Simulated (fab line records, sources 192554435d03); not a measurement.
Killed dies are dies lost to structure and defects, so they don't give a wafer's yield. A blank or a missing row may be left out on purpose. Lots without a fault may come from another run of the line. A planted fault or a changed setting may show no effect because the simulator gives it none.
Which tool did it? | flow n5_finfet | 12 lots, 36 wafers sampled, at 1 step of a route of 1938

WHAT THE GAUGES READ, wafer by wafer
N5_SPACER0_INSPECT_04: inspects for defects (darkfield).
lot  | measured    | on                | raw_defect_count
L075 | day 3 10:16 | defect_inspect-01 | 196 173 156
L077 | day 3 19:32 | defect_inspect-01 | 163 138 144
L079 | day 4 05:31 | defect_inspect-01 | 135 141 139
L081 | day 4 20:08 | defect_inspect-01 | 156 121 106
L084 | day 5 11:14 | defect_inspect-01 | 116 100 151
L085 | day 5 22:04 | defect_inspect-02 | 168 147 139
L087 | day 6 06:28 | defect_inspect-01 | 191 192 178
L089 | day 6 18:10 | defect_inspect-01 | 152 177 160
L091 | day 7 05:49 | defect_inspect-01 | 164 137 198
L093 | day 7 21:06 | defect_inspect-02 | 85 171 130
L095 | day 8 06:35 | defect_inspect-02 | 238 145 205
L097 | day 9 00:43 | defect_inspect-01 | 118 133 155

WHICH TOOL RAN EACH LOT (tool, then ch and the chambers of the sampled wafers, then the start)
The record holds no process step before these readings.

THE ANSWER, worked out from the rows above alone
Rule: what is usual is taken from the lots themselves. Put in order of their means at a reading, lots are off if they are a third of the lots or fewer, leave a main group of 4 or more, and stand apart from it by a gap of 3 or more times the standard deviation of the main group's means; of several such gaps the widest counts. A main group whose means are all the same, to the digits that the tables above print for the reading, isn't used. A lot without any number at a reading at which 4 lots or more have one is off too. The other lots that the step has rows for count as sound.
No lot is off at any reading shown: from this, nothing can be told.

WHAT THE SIMULATOR HAD PUT IN
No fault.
